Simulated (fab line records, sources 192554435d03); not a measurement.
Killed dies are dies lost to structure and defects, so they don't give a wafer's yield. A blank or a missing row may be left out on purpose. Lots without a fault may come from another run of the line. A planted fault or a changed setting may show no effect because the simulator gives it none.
One fault seen from 2 desks | flow n5_finfet | each desk has only its own numbers; what lay behind them comes last

THE TOOL OWNER'S DESK: pecvd-04
The tool's own readings at N5_GATE_CUT_HM_DEP_46 (deposits SiO2 from TEOS/O2, target thk 130 nm, time 26.6 s): means of the sampled wafers that have a number, for each lot that ran on this tool. A lot is out of limits, marked OUT, if its mean lies more than 4 standard deviations from the usual mean; the brackets give that distance.
Columns: A = heater_power_w at N5_GATE_CUT_HM_DEP_46, usual 551 W; B = rf_fwd_power_W at N5_GATE_CUT_HM_DEP_46, usual 892 W; C = showerhead_plenum_p_Torr at N5_GATE_CUT_HM_DEP_46, usual 8.34 Torr; D = throttle_valve_pct at N5_GATE_CUT_HM_DEP_46, usual 18.8 %
lot  | first seen here | A   | B   | C    | D
L698 | day 5 00:47     | 543 | 890 | 8.31 | 18.9
L700 | day 5 10:33     | 505 | 890 | 8.34 | 18.8
L702 | day 6 01:11     | 475 | 891 | 8.34 | 18.8
L714 | day 9 12:35     | 518 | 894 | 8.30 | 19.0
L719 | day 10 06:58    | 490 | 890 | 8.31 | 19.0
This desk's finding: nothing out of limits on any of the 5 lots.

THE METROLOGY DESK
What the gauges read, lot by lot, whatever tool the lot ran on: means of the sampled wafers that have a number. A lot is out of limits, marked OUT, if its mean lies more than 4 standard deviations from the usual mean; the brackets give that distance. Of its 12 readings 7 are shown: the one that was out of limits first, and those that lie furthest out on some lot.
Columns: A = GC_FILL_THK at N5_GATE_CUT_THK_MEAS_24, usual 219.8 nm; B = DIBL_N at N5_BEOL_M4_RC_MEAS_101, usual 36.2 mV/V; C = IOFF_P at N5_BEOL_M4_RC_MEAS_101, usual 0.21 nA/um; D = ION_N at N5_BEOL_M4_RC_MEAS_101, usual 675 uA/um; E = ION_P at N5_BEOL_M4_RC_MEAS_101, usual 464 uA/um; F = VT_N at N5_BEOL_M4_RC_MEAS_101, usual 250.4 mV; G = VT_P at N5_BEOL_M4_RC_MEAS_101, usual -250 mV
lot  | first seen here | A                | B    | C    | D   | E   | F     | G
L698 | day 5 01:07     | 218.5            | 34.5 | 0.17 | 663 | 456 | 253.5 | -254
L700 | day 5 10:53     | 226.1            | 35.6 | 0.18 | 656 | 451 | 253.5 | -254
L702 | day 6 01:31     | 232.4 (+6.6) OUT | 38.5 | 0.22 | 684 | 462 | 251.3 | -251
L708 | day 7 11:05     | 217.5            | 35.9 | 0.18 | 668 | 453 | 249.5 | -253
L709 | day 7 17:02     | 219.8            | 36.2 | 0.24 | 675 | 472 | 250.4 | -247
L710 | day 7 22:10     | 221.2            | 38.0 | 0.29 | 690 | 476 | 245.0 | -242
L714 | day 9 13:04     | 219.4            | 37.2 | 0.24 | 698 | 477 | 247.7 | -248
L719 | day 10 07:19    | 220.9            | 36.9 | 0.25 | 677 | 467 | 250.6 | -248
This desk's finding: out of limits on L702; first on L702, day 6 04:16 (GC_FILL_THK at N5_GATE_CUT_THK_MEAS_24). In limits: L698, L700, L708, L709, L710, L714, L719.

PUT TOGETHER
The metrology desk could have raised an alarm at day 6 04:16, on L702.
The tool owner's desk saw nothing out of limits.
The tool owner's desk has L702 on record, within its limits.
Of the lots named, all ran N5_GATE_CUT_HM_DEP_46 on pecvd-04.

WHAT THE SIMULATOR HAD PUT IN
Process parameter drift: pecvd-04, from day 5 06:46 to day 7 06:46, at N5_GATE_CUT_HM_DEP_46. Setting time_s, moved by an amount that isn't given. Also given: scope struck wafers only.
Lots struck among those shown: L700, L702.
Hours from the fault's start to each desk's first reading out of limits: the metrology desk, 21.
